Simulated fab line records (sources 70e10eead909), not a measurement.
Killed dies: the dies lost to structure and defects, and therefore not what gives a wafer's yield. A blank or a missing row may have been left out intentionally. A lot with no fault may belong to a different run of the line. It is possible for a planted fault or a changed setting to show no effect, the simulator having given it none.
fab line records	flow nand_harc
record: lots: 5	wafers: 15	last_day: 32
route steps=1302 shown A_DECK1_JOINT@522 A_ONON_D2@545 END@1302
lots that met no fault: from a run of the same line without faults
start_h: start of the lot's first displayed wafer, in hours after the record's first day	wait_h: hours elapsed since this lot's preceding step	" the same as in the row above	L1.1+2: several wafers, shown together as one row	- value missing, or start not given	* or withheld: withheld	< > ~ a bound
route shown NAME@n: a module of which the file shows steps, and the number in the route of the first	usual: mean and standard deviation over wafers with no fault	same: alike in all rows	chamber/n: place in a boat	sites: per-site readings	_std_site: standard deviation of those values	_edge_site: outer sites' mean less inner sites'	radius_mm: how far each site lies from the wafer's centre	mask NAME#n: copy n	behind: the tool/chamber that last shaped the wafer	hold: why the lot went on hold/how many hours it stayed there/how the hold came to an end	device: whichever transistor did not switch (one of n, p or np)	end of line: at the end of the route, the tests of the same wafers	for a step that has no rows: nothing shown but its recipe	killed: the dies lost at the first sort to structure and to defects; this is not the yield of the wafer	map: a wafer's dies, marking killed ones x, the rest . and places with no die _
set.NAME: the setting as run; set.NAME@STEP: as run at that earlier step	model.NAME: the simulator's own value behind a step, which no gauge read
lots at some steps of the route; a table a step, a row a wafer
services: from which hour (start_h, from the record's first day; less than 0 if before it) a tool's chamber was out of use, for how many hours, and why
== steps ==
step: NHARC_A_DECK1_JOINT_WET_08
recipe: temp_c: 160	time_s: 86	chemistry: H3PO4
step: NHARC_A_DECK1_JOINT_ETCH_09
recipe: target_depth_a: 50	chemistry: dHF	material: SiO2
step: NHARC_A_DECK1_JOINT_WET_10
recipe: temp_c: 160	time_s: 86	chemistry: H3PO4
step: NHARC_A_DECK1_JOINT_ETCH_11
recipe: target_depth_a: 350	chemistry: dHF	material: SiO2
step: NHARC_A_DECK1_JOINT_CVD_12
recipe: target_thk_a: 900	temp_c: 620	pressure_mtorr: 200	time_s: 1800	material: poly-Si
step: NHARC_A_DECK1_JOINT_CMP_13
recipe: target_thk_nm: 51.023
usual: edge_zone_pressure_frac: 0.999/0.005	motor_current_A: 12.0/1.1	retaining_ring_pressure_frac: 1.000/0.0048	time_to_endpoint_s: 9/3.3
lot.wafer	tool	chamber	start_h	wait_h	edge_zone_pressure_frac	motor_current_A	retaining_ring_pressure_frac	time_to_endpoint_s
L951.2	cmp-04	0	250.96	0.4	1.009	13.2	0.993	16
L951.4	"	2	"	"	1.005	11.2	0.997	10
L951.5	"	1	"	"	0.995	11.3	0.995	10
L954.2	cmp-04	3	282.22	0.4	0.999	12.5	0.995	9
L954.4	"	1	"	"	1.001	10.6	1.006	11
L954.3	"	2	"	"	1.011	11.9	1.003	6
L956.2	cmp-04	3	296.53	0.4	0.995	13.4	1.014	10
L956.4	"	0	"	"	1.003	13.2	0.998	16
L956.6	"	3	"	"	0.998	13.2	1.003	7
L959.2	cmp-01	2	329.05	0.4	1.002	10.6	1.000	5
L959.3	"	0	"	"	0.996	12.5	0.996	5
L959.6	"	2	"	"	0.997	10.6	0.994	5
L971.1	cmp-04	2	446.10	0.4	0.998	11.4	1.002	8
L971.4	"	3	"	"	1.001	12.5	0.998	6
L971.6	"	3	"	"	1.005	13.2	1.001	4
step: NHARC_A_DECK1_JOINT_THK_MEAS_14
recipe: thk_meas_gauge: ellipsometry
usual: thk_nm: 50.9/1.9
lot.wafer	tool	chamber	start_h	wait_h	thk_nm
L951.2	film_metro-01	-	251.22	0.2	54.2
L951.4	"	-	"	"	50.2
L951.5	"	-	"	"	48.6
L954.2	film_metro-01	-	282.48	0.2	47.4
L954.3	"	-	"	"	48.3
L954.4	"	-	"	"	49.4
L956.2	film_metro-02	-	296.76	0.2	49.3
L956.4	"	-	"	"	54.4
L956.6	"	-	"	"	50.0
L959.2	film_metro-02	-	329.30	0.2	47.9
L959.3	"	-	"	"	48.4
L959.6	"	-	"	"	50.5
L971.1	film_metro-02	-	446.35	0.2	49.9
L971.4	"	-	"	"	49.0
L971.6	"	-	"	"	47.7
step: NHARC_A_DECK1_JOINT_SRD_04
step: NHARC_A_DECK1_JOINT_ETCHBACK_00
recipe: target_depth_a: 300	time_s: 17.4	hbr_flow_sccm: 150	rf_w: 350	icp_w: 350	bias_w: 60	chemistry: HBr
usual: chamber_pressure_mTorr: 15.002/0.014	drypump_motor_current_A: 5.5/0.55	oes_product_au: 1.006/0.014	throttle_valve_pct: 23.266/0.0087
lot.wafer	tool	chamber	start_h	wait_h	chamber_pressure_mTorr	drypump_motor_current_A	oes_product_au	rf_hours_counter_h	throttle_valve_pct
L951.4	rie_si-05	2	251.36	0.1	15.008	5.6	0.984	0.74	23.255
L951.2	"	3	"	"	15.034	6.3	0.988	0.62	23.275
L951.5	"	1	"	"	15.007	5.5	1.017	-	23.268
L954.4	rie_si-01	2	282.64	0.1	15.008	4.8	1.006	0.49	23.268
L954.3	"	3	"	"	15.012	5.7	1.022	0.61	23.271
L954.2	"	0	"	"	15.011	5.5	1.018	0.53	23.249
L956.2	rie_si-03	0	296.90	0.1	14.990	5.1	0.979	0.46	23.252
L956.4	"	1	"	"	14.987	5.1	1.009	0.35	23.262
L956.6	"	3	"	"	15.016	5.0	0.998	-	23.255
L959.2	rie_si-01	3	329.44	0.1	15.035	5.6	1.027	0.92	23.254
L959.3	"	1	"	"	15.010	5.2	0.998	0.77	23.285
L959.6	"	2	"	"	15.019	4.8	1.003	-	23.272
L971.4	rie_si-01	1	446.48	0.1	15.012	5.2	1.005	0.35	23.256
L971.1	"	3	"	"	14.980	5.7	1.023	0.32	23.267
L971.6	"	1	"	"	14.994	5.2	1.001	-	23.262
step: NHARC_A_DECK1_JOINT_PRECLEAN_30
recipe: time_s: *	temp_c: 50	bath_age_min: 0	chemistry: SC1
step: NHARC_A_DECK1_JOINT_SRD_31
step: NHARC_A_DECK1_JOINT_CVD_34
recipe: target_thk_a: 200	temp_c: 700	pressure_mtorr: 300	material: SiNx
step: NHARC_A_DECK1_JOINT_DEP_06
recipe: target_thk_a: 800	temp_c: 65	material: SiOx
lot.wafer	tool	chamber	start_h	wait_h
L951.2+4+5	fcvd-02	0,0,1	257.91	0.4
L954.2+4+3	fcvd-02	0,1,0	289.19	0.4
L956.2+4+6	fcvd-01	0,0,1	304.83	0.4
L959.2+3+6	fcvd-02	1,1,0	337.18	0.6
L971.1+4+6	fcvd-01	0,0,1	453.12	0.4
step: NHARC_A_DECK1_JOINT_CURE_26
recipe: temp_c: 150	time_s: 32	pressure_atm: 0.395
step: NHARC_A_DECK1_JOINT_ANNEAL_27
recipe: temp_c: 400	time_s: 3600	idle_temp_c: 300	ramp_up_c_per_min: 10	densification_p_h2o_torr: 640
step: NHARC_A_DECK1_JOINT_ANNEAL_28
recipe: temp_c: 500	time_s: 1800	idle_temp_c: 400	ramp_up_c_per_min: 10	densification_p_h2o_torr: 640
step: NHARC_A_DECK1_JOINT_ANNEAL_29
recipe: temp_c: 750	time_s: 1800	idle_temp_c: 500	ramp_up_c_per_min: 10	ramp_down_c_per_min: 3
step: NHARC_A_DECK1_JOINT_CMP_02
recipe: material: SiOx
usual: edge_zone_pressure_frac: 1.000/0.0042	motor_current_A: 11.7/0.98	retaining_ring_pressure_frac: 1.000/0.0047
lot.wafer	tool	chamber	start_h	wait_h	edge_zone_pressure_frac	motor_current_A	retaining_ring_pressure_frac
L951.2	cmp-01	0	272.84	0.4	1.003	12.6	0.996
L951.4	"	1	"	"	1.006	10.7	1.001
L951.5	"	1	"	"	1.005	11.4	0.998
L954.3	cmp-02	2	308.34	0.4	1.002	11.1	0.999
L954.2	"	3	"	"	0.991	12.7	1.002
L954.4	"	0	"	"	0.995	11.2	0.999
L956.2	cmp-01	1	323.64	0.4	1.002	11.0	0.999
L956.4	"	2	"	"	0.998	10.6	1.000
L956.6	"	1	"	"	1.005	10.2	1.002
L959.2	cmp-02	0	353.47	0.4	0.997	11.3	1.011
L959.3	"	1	"	"	1.002	12.9	1.005
L959.6	"	2	"	"	0.999	10.8	1.002
L971.4	cmp-02	1	475.84	0.4	0.990	12.8	1.000
L971.1	"	3	"	"	0.996	13.3	0.999
L971.6	"	0	"	"	1.004	11.5	1.013
step: NHARC_A_DECK1_JOINT_SRD_15
step: NHARC_A_DECK1_JOINT_DEP_16
recipe: target_thk_a: 450	temp_c: 400	pressure_torr: 6.5	rf_w: 900	teos_flow_sccm: 161.4	flow_sccm: 2650	target_thk_nm: 45	gas: O2	material: SiO2
usual: heater_power_w: 580/99	showerhead_vpp_V: 1874/100	throttle_valve_pct: 15.6/0.61
lot.wafer	tool	chamber	start_h	wait_h	heater_power_w	showerhead_vpp_V	since_wet_clean_h	throttle_valve_pct
L951.2	pecvd-03	2	273.23	0.1	550	1898	75	16.0
L951.5	"	0	"	"	567	1851	-	16.1
L951.4	"	1	"	"	645	1968	-	16.3
L954.2	pecvd-01	1	308.70	0.1	487	1969	166	15.4
L954.3	"	2	"	"	739	1863	166	15.3
L954.4	"	1	"	"	484	1917	-	15.3
L956.2	pecvd-01	2	324.28	0.3	623	1864	0	14.7
L956.6	"	2	"	"	622	1894	-	15.0
L956.4	"	0	"	"	540	1704	-	16.4
L959.3	pecvd-02	1	353.82	0.1	777	1807	113	14.9
L959.2	"	2	"	"	505	1720	113	15.0
L959.6	"	1	"	"	777	1810	-	14.9
L971.1	pecvd-02	1	476.27	0.1	768	1815	55	15.0
L971.4	"	2	"	"	481	1706	-	14.6
L971.6	"	0	"	"	538	2067	-	15.0
step: NHARC_A_DECK1_JOINT_THK_MEAS_17
recipe: thk_meas_gauge: ellipsometry
usual: thk_nm: 45.3/1.1
lot.wafer	tool	chamber	start_h	wait_h	thk_nm
L951.2	film_metro-02	-	273.51	0.3	46.1
L951.4	"	-	"	"	44.7
L951.5	"	-	"	"	45.5
L954.2	film_metro-02	-	308.98	0.3	45.1
L954.3	"	-	"	"	44.6
L954.4	"	-	"	"	45.6
L956.2	film_metro-02	-	324.56	0.3	46.1
L956.4	"	-	"	"	47.2
L956.6	"	-	"	"	44.2
L959.2	film_metro-01	-	354.10	0.2	44.6
L959.3	"	-	"	"	44.1
L959.6	"	-	"	"	46.4
L971.1	film_metro-02	-	476.49	0.2	44.2
L971.4	"	-	"	"	43.4
L971.6	"	-	"	"	44.8
step: NHARC_A_ONON_D2_DEP_00
recipe: target_thk_a: 10000	n2_flow_sccm: 2750	n2o_flow_sccm: 2000	nh3_flow_sccm: 500	sih4_flow_sccm: 210	temp_c: 400
step: NHARC_A_ONON_D2_THK_MEAS_02
recipe: thk_meas_gauge: ellipsometry
usual: thk_nm: 998/9.1
lot.wafer	tool	chamber	start_h	wait_h	thk_nm
L951.2	film_metro-01	-	274.31	-	979
L951.4	"	-	"	"	978
L951.5	"	-	"	"	978
L954.2	film_metro-01	-	309.59	-	998
L954.3	"	-	"	"	999
L954.4	"	-	"	"	999
L956.2	film_metro-02	-	325.17	-	1002
L956.4	"	-	"	"	1001
L956.6	"	-	"	"	1002
L959.2	film_metro-02	-	354.71	-	1004
L959.3	"	-	"	"	1003
L959.6	"	-	"	"	1004
L971.1	film_metro-02	-	477.10	-	1010
L971.4	"	-	"	"	1012
L971.6	"	-	"	"	1012
step: NHARC_A_ONON_D2_DEP_03
recipe: target_thk_a: 10000	n2_flow_sccm: 2750	n2o_flow_sccm: 2000	nh3_flow_sccm: 500	sih4_flow_sccm: 210	temp_c: 400
step: NHARC_A_ONON_D2_THK_MEAS_05
recipe: thk_meas_gauge: ellipsometry
usual: thk_nm: 995/10
lot.wafer	tool	chamber	start_h	wait_h	thk_nm
L951.2	film_metro-02	-	275.01	-	971
L951.4	"	-	"	"	974
L951.5	"	-	"	"	973
L954.2	film_metro-02	-	310.16	-	990
L954.3	"	-	"	"	988
L954.4	"	-	"	"	991
L956.2	film_metro-02	-	325.74	-	1012
L956.4	"	-	"	"	1012
L956.6	"	-	"	"	1014
L959.2	film_metro-02	-	355.28	-	1003
L959.3	"	-	"	"	1003
L959.6	"	-	"	"	1002
L971.1	film_metro-01	-	477.67	-	998
L971.4	"	-	"	"	997
L971.6	"	-	"	"	999
step: NHARC_A_ONON_D2_DEP_06
recipe: target_thk_a: 10000	n2_flow_sccm: 2750	n2o_flow_sccm: 2000	nh3_flow_sccm: 500	sih4_flow_sccm: 210	temp_c: 400
step: NHARC_A_ONON_D2_THK_MEAS_08
recipe: thk_meas_gauge: ellipsometry
usual: thk_nm: 1002/9.7
lot.wafer	tool	chamber	start_h	wait_h	thk_nm
L951.2	film_metro-01	-	275.60	-	1003
L951.4	"	-	"	"	1003
L951.5	"	-	"	"	1003
L954.2	film_metro-02	-	310.73	-	996
L954.3	"	-	"	"	996
L954.4	"	-	"	"	997
L956.2	film_metro-01	-	326.30	-	985
L956.4	"	-	"	"	988
L956.6	"	-	"	"	985
L959.2	film_metro-01	-	355.85	-	991
L959.3	"	-	"	"	992
L959.6	"	-	"	"	992
L971.1	film_metro-01	-	478.23	-	988
L971.4	"	-	"	"	988
L971.6	"	-	"	"	989
step: NHARC_A_ONON_D2_DEP_09
recipe: target_thk_a: 10000	n2_flow_sccm: 2750	n2o_flow_sccm: 2000	nh3_flow_sccm: 500	sih4_flow_sccm: 210	temp_c: 400
step: NHARC_A_ONON_D2_THK_MEAS_11
recipe: thk_meas_gauge: ellipsometry
usual: thk_nm: 1001/12
lot.wafer	tool	chamber	start_h	wait_h	thk_nm
L951.2	film_metro-01	-	276.17	-	1001
L951.4	"	-	"	"	1001
L951.5	"	-	"	"	1000
L954.2	film_metro-02	-	311.30	-	1008
L954.3	"	-	"	"	1008
L954.4	"	-	"	"	1008
L956.2	film_metro-02	-	326.87	-	1016
L956.4	"	-	"	"	1016
L956.6	"	-	"	"	1017
L959.2	film_metro-02	-	356.42	-	1014
L959.3	"	-	"	"	1016
L959.6	"	-	"	"	1015
L971.1	film_metro-01	-	478.80	-	975
L971.4	"	-	"	"	979
L971.6	"	-	"	"	977
step: NHARC_A_ONON_D2_DEP_12
recipe: target_thk_a: 10000	n2_flow_sccm: 2750	n2o_flow_sccm: 2000	nh3_flow_sccm: 500	sih4_flow_sccm: 210	temp_c: 400
step: NHARC_A_ONON_D2_THK_MEAS_14
recipe: thk_meas_gauge: ellipsometry
usual: thk_nm: 998/11
lot.wafer	tool	chamber	start_h	wait_h	thk_nm
L951.2	film_metro-02	-	276.74	-	1000
L951.4	"	-	"	"	1002
L951.5	"	-	"	"	1000
L954.2	film_metro-01	-	311.86	-	994
L954.3	"	-	"	"	994
L954.4	"	-	"	"	995
L956.2	film_metro-01	-	327.44	-	989
L956.4	"	-	"	"	988
L956.6	"	-	"	"	987
L959.2	film_metro-02	-	356.98	-	994
L959.3	"	-	"	"	991
L959.6	"	-	"	"	991
L971.1	film_metro-02	-	479.37	-	1005
L971.4	"	-	"	"	1007
L971.6	"	-	"	"	1005
step: NHARC_A_ONON_D2_ANNEAL_15
recipe: temp_c: 750	time_s: 3600
step: NHARC_A_ONON_D2_DEP_16
recipe: target_thk_a: 10000	n2_flow_sccm: 2750	n2o_flow_sccm: 2000	nh3_flow_sccm: 500	sih4_flow_sccm: 210	temp_c: 400
step: NHARC_A_ONON_D2_THK_MEAS_18
recipe: thk_meas_gauge: ellipsometry
usual: thk_nm: 1000/11
lot.wafer	tool	chamber	start_h	wait_h	thk_nm
L951.2	film_metro-02	-	282.73	-	991
L951.4	"	-	"	"	993
L951.5	"	-	"	"	992
L954.2	film_metro-02	-	319.96	-	992
L954.3	"	-	"	"	992
L954.4	"	-	"	"	990
L956.2	film_metro-01	-	338.21	-	1000
L956.4	"	-	"	"	998
L956.6	"	-	"	"	998
L959.2	film_metro-02	-	364.73	-	981
L959.3	"	-	"	"	983
L959.6	"	-	"	"	982
L971.1	film_metro-01	-	487.14	-	985
L971.4	"	-	"	"	985
L971.6	"	-	"	"	983
step: NHARC_A_ONON_D2_DEP_19
recipe: target_thk_a: 10000	n2_flow_sccm: 2750	n2o_flow_sccm: 2000	nh3_flow_sccm: 500	sih4_flow_sccm: 210	temp_c: 400
step: NHARC_A_ONON_D2_THK_MEAS_21
recipe: thk_meas_gauge: ellipsometry
usual: thk_nm: 1002/9.7
lot.wafer	tool	chamber	start_h	wait_h	thk_nm
L951.2	film_metro-02	-	283.30	-	1009
L951.4	"	-	"	"	1008
L951.5	"	-	"	"	1007
L954.2	film_metro-02	-	320.53	-	1001
L954.3	"	-	"	"	1000
L954.4	"	-	"	"	1000
L956.2	film_metro-01	-	338.77	-	1012
L956.4	"	-	"	"	1012
L956.6	"	-	"	"	1014
L959.2	film_metro-01	-	365.30	-	1004
L959.3	"	-	"	"	1004
L959.6	"	-	"	"	1004
L971.1	film_metro-01	-	487.70	-	1002
L971.4	"	-	"	"	1002
L971.6	"	-	"	"	1002
step: NHARC_A_ONON_D2_DEP_22
recipe: target_thk_a: 10000	n2_flow_sccm: 2750	n2o_flow_sccm: 2000	nh3_flow_sccm: 500	sih4_flow_sccm: 210	temp_c: 400
step: NHARC_A_ONON_D2_THK_MEAS_24
recipe: thk_meas_gauge: ellipsometry
usual: thk_nm: 1000/10
lot.wafer	tool	chamber	start_h	wait_h	thk_nm
L951.2	film_metro-01	-	283.86	-	1007
L951.4	"	-	"	"	1005
L951.5	"	-	"	"	1004
L954.2	film_metro-02	-	321.09	-	992
L954.3	"	-	"	"	994
L954.4	"	-	"	"	992
L956.2	film_metro-01	-	339.33	-	1009
L956.4	"	-	"	"	1009
L956.6	"	-	"	"	1011
L959.2	film_metro-01	-	365.86	-	987
L959.3	"	-	"	"	987
L959.6	"	-	"	"	987
L971.1	film_metro-02	-	488.27	-	1025
L971.4	"	-	"	"	1022
L971.6	"	-	"	"	1022
step: NHARC_A_ONON_D2_DEP_25
recipe: target_thk_a: 10000	n2_flow_sccm: 2750	n2o_flow_sccm: 2000	nh3_flow_sccm: 500	sih4_flow_sccm: 210	temp_c: 400
step: NHARC_A_ONON_D2_THK_MEAS_27
recipe: thk_meas_gauge: ellipsometry
usual: thk_nm: 1001/9.8
lot.wafer	tool	chamber	start_h	wait_h	thk_nm
L951.2	film_metro-02	-	284.42	-	1006
L951.4	"	-	"	"	1008
L951.5	"	-	"	"	1008
L954.2	film_metro-01	-	321.66	-	1012
L954.3	"	-	"	"	1011
L954.4	"	-	"	"	1010
L956.2	film_metro-02	-	339.89	-	1010
L956.4	"	-	"	"	1007
L956.6	"	-	"	"	1007
L959.2	film_metro-02	-	366.43	-	998
L959.3	"	-	"	"	999
L959.6	"	-	"	"	998
L971.1	film_metro-02	-	488.84	-	987
L971.4	"	-	"	"	985
L971.6	"	-	"	"	986
step: NHARC_END_SORT_01
recipe: temp_c: 25
usual: killed_at_array: 59/20	killed_at_other: 0.8/1.1	killed_at_periphery: 5/3.1	killed_dies: 64/21	killed_open: 3.4/1.9	killed_short: 2.3/1.7
same: gross_dies: 677
lot.wafer	tool	chamber	start_h	wait_h	killed_at_array	killed_at_other	killed_at_periphery	killed_dies	killed_open	killed_short
L951.2	prober-01	0	574.99	2.8	79	0	9	88	2	1
L951.4	prober-01	0	576.57	3.3	83	1	8	92	6	2
L951.5	prober-01	0	577.35	3.6	84	0	8	92	5	2
L954.2	prober-02	0	588.34	2.8	79	0	2	81	4	1
L954.3	prober-02	0	589.15	3.1	72	0	2	74	3	2
L954.4	prober-02	0	589.95	3.4	78	1	3	82	2	2
L956.2	prober-01	0	610.66	2.8	80	0	0	80	4	0
L956.4	prober-01	0	612.26	3.4	75	0	3	78	2	5
L956.6	prober-01	0	613.85	4.0	69	1	1	71	0	1
L959.2	prober-02	0	635.31	2.8	110	0	2	112	1	3
L959.3	prober-02	0	636.12	3.1	103	0	4	107	2	0
L959.6	prober-02	0	638.55	4.0	149	0	3	152	2	0
killed by level:class
L951.2 A_CHANNEL_HOLE_D1:chamber_film_flake=31 A_CHANNEL_HOLE_D2:chamber_film_flake=29 A_STAIRCASE:chamber_film_flake=11 P_M0:chamber_film_flake=5 P_CONTACT:chamber_film_flake=3 A_WL_FILL:chamber_film_flake=2 A_CONTACT:chamber_film_flake=2 A_SOURCE_PLATE:geometric_particle:open=1
L951.4 A_CHANNEL_HOLE_D2:chamber_film_flake=34 A_CHANNEL_HOLE_D1:chamber_film_flake=29 A_STAIRCASE:chamber_film_flake=5 A_CONTACT:chamber_film_flake=5 P_ZERO_WELL:chamber_film_flake=3 A_WL_FILL:chamber_film_flake=3 A_ONON_D2:geometric_particle:open=2 P_M0:geometric_particle:open=1
L951.5 A_CHANNEL_HOLE_D1:chamber_film_flake=35 A_CHANNEL_HOLE_D2:chamber_film_flake=28 A_STAIRCASE:chamber_film_flake=7 A_CONTACT:chamber_film_flake=5 P_CONTACT:chamber_film_flake=4 P_CONTACT:geometric_particle:open=1 P_M0:geometric_particle:open=1 A_ONON_D2:geometric_particle:open=1
L954.2 A_SLIT:chamber_film_flake=34 A_CHANNEL_HOLE_D2:chamber_film_flake=32 A_STAIRCASE:chamber_film_flake=8 P_CONTACT:geometric_particle:open=1 A_ONON_D1:geometric_particle:short=1 A_ONON_D2:geometric_particle:open=1 A_CONTACT:geometric_particle:open=1 A_BLC:geometric_particle:open=1
L954.3 A_CHANNEL_HOLE_D2:chamber_film_flake=31 A_SLIT:chamber_film_flake=24 A_STAIRCASE:chamber_film_flake=7 A_M0:geometric_particle:open=2 A_CONTACT:chamber_film_flake=2 A_CHANNEL_HOLE_D1:geometric_particle:short=1 A_ONON_D2:geometric_particle:short=1 A_ONON_D2:geometric_particle:open=1
L954.4 A_CHANNEL_HOLE_D2:chamber_film_flake=32 A_SLIT:chamber_film_flake=31 A_STAIRCASE:chamber_film_flake=5 A_CHANNEL_HOLE_D1:chamber_film_flake=4 A_CONTACT:chamber_film_flake=3 P_CONTACT:geometric_particle:short=1 P_M0:geometric_particle:open=1 A_CHANNEL_FILL_D1:geometric_particle:short=1
L956.2 A_CHANNEL_HOLE_D1:chamber_film_flake=33 A_SLIT:chamber_film_flake=31 A_CHANNEL_HOLE_D2:chamber_film_flake=6 A_CHANNEL_FILL_D2:geometric_particle:open=2 A_M0:geometric_particle:open=2 A_STAIRCASE:chamber_film_flake=2 A_CONTACT:chamber_film_flake=2 A_ZERO_WELL:chamber_film_flake=1
L956.4 A_CHANNEL_HOLE_D1:chamber_film_flake=29 A_SLIT:chamber_film_flake=23 A_CHANNEL_HOLE_D2:chamber_film_flake=13 A_CHANNEL_FILL_D1:geometric_particle:short=3 A_M0:chamber_film_flake=3 P_CONTACT:geometric_particle:open=1 P_M0:geometric_particle:short=1 A_ONON_D2:geometric_particle:open=1
L956.6 A_CHANNEL_HOLE_D1:chamber_film_flake=31 A_SLIT:chamber_film_flake=23 A_CHANNEL_HOLE_D2:chamber_film_flake=9 A_CONTACT:chamber_film_flake=2 A_ONON_D2:geometric_particle:short=1 P_M2:chamber_film_flake=1 A_DECK1_JOINT:chamber_film_flake=1 A_STAIRCASE:chamber_film_flake=1
L959.2 A_DECK1_JOINT:unspecified=48 A_CHANNEL_HOLE_D1:chamber_film_flake=29 A_CHANNEL_HOLE_D2:chamber_film_flake=14 A_CONTACT:chamber_film_flake=10 A_DECK1_JOINT:chamber_film_flake=2 A_WL_FILL:chamber_film_flake=2 P_CONTACT:geometric_particle:short=1 A_ONON_D2:geometric_particle:short=1
L959.3 A_DECK1_JOINT:unspecified=49 A_CHANNEL_HOLE_D1:chamber_film_flake=31 A_CHANNEL_HOLE_D2:chamber_film_flake=13 A_CONTACT:chamber_film_flake=5 A_SLIT:chamber_film_flake=3 P_GATE:chamber_film_flake=2 P_CONTACT:geometric_particle:open=1 A_ONON_D2:geometric_particle:open=1
L959.6 A_DECK1_JOINT:unspecified=91 A_CHANNEL_HOLE_D1:chamber_film_flake=33 A_CHANNEL_HOLE_D2:chamber_film_flake=13 A_CONTACT:chamber_film_flake=6 A_BONDPAD:chamber_film_flake=3 P_M2:geometric_particle:open=1 A_SOURCE_PLATE:geometric_particle:open=1 P_ZERO_WELL:chamber_film_flake=1
map L959.6 (x killed, . not)
____________.____________
_________......._________
_______.....x..x.._______
______.........xxx.______
_____...........x..._____
____..x.......x......____
____..x......xx.xx...____
___..x.......xxxx..x..___
___.xx.......xxxxxxx..___
__.x..x..x...x.xxx.....__
__.xx.x.....x..xxx.....__
_..x..x................._
_...xxx...x....x.x......_
_....xx................._
_......................._
_................x......_
.........................
.........................
.........................
.........................
........................x
_.......x.......x......._
_.......x..............._
_......xx.x.x....x......_
_.x...x.xxx.x..........._
_....xxxxxxx............_
__....xxxxxxx..........__
__..xxxxxxxxx.....x....__
___..xxxxxxxx.........___
___..xxxxxxxx.........___
____xxxxxxxxxx.......____
____.xxxxxxxxx.......____
_____xxxxxxxx......x_____
______xxxxxxx...x..______
_______xxxxxx....._______
_________x..x..._________
____________.____________
map L954.4 (x killed, . not)
____________.____________
_________......._________
_______.....x....x_______
______.....x....x..______
_____x.....x........_____
____........x........____
____xx.x.............____
___x.xxxx.............___
___.x.xx..............___
__.xxxx..x.............__
__.x..xxx..........x...__
_..xxxxx..............x._
_......xx..............._
_....xxx................_
_..xx..................._
_......................._
.........................
.........................
.................x.x.....
........................x
.........................
_......................._
_......................._
_.................x....._
_....x.................._
_......................._
__.....................__
__.......x.............__
___.x.....xx..........___
___.....x.xx..........___
____......xx.x.......____
____.....xxxxx.......____
_____..x..xx.xx....._____
______.xxxxx.x.....______
_______.xx.xxxx..._______
_________xxx...._________
____________x____________
== services ==
tool	chamber	start_h	hours	kind
cmp-04	-	228.16	2.2	repair
cmp-02	-	232.07	4.3	repair
cmp-01	-	252.50	6.7	repair
cmp-01	-	261.77	1.7	repair
fcvd-02	-	269.00	13.0	pm
rie_si-01	-	273.78	1.1	repair
cmp-01	-	283.50	4.0	pm
cmp-04	-	307.00	4.0	pm
rie_si-01	0	310.26	2.7	repair
cmp-02	-	315.41	7.4	repair
cmp-04	-	328.92	6.4	repair
cmp-01	-	329.61	1.7	repair
cmp-02	-	334.33	4.0	pm
fcvd-02	-	347.89	0.7	repair
cmp-04	-	362.56	1.2	repair
fcvd-02	-	364.26	0.8	repair
rie_si-01	-	370.00	9.0	pm
fcvd-02	1	371.87	24.2	repair
cmp-01	-	381.62	4.0	pm
cmp-04	-	405.00	4.0	pm
fcvd-02	-	407.64	1.8	repair
cmp-02	-	432.33	4.0	pm
cmp-04	-	448.23	10.1	repair
cmp-04	-	472.95	1.7	repair
== key ==
first_sign: step: NHARC_END_SORT_01	reading: killed_at_array	direction: up	sigmas: 3.2	usual: 59	struck: 121
effect: step: NHARC_END_SORT_01	reading: killed_dies	direction: up	sigmas: 2.9	usual: 64	struck: 124
more_kills_born_at: NHARC_A_DECK1_JOINT_DEP_06@fcvd-02: 188
met_at NHARC_A_DECK1_JOINT_DEP_06
struck_wafers L959.2,L959.3,L959.6
tester_left_out L959
onset_between 289.19 337.18
also_fits NHARC_A_DECK1_JOINT_CMP_13:cmp-01
fault: kind: chamber_particle_source	tool: fcvd-02	chamber: -	onset_h: 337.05	steps: NHARC_A_DECK1_JOINT_DEP_06	rate_per_visit_cm2: 1.1311	end_h: 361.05
tester_left_out: of these lots the tester's yield and bins aren't shown, on N5 and GAA mostly nor the transistor test; their killed dies are dies lost to structure and defects alone, not to doping, threshold or leakage, so they don't give the yield
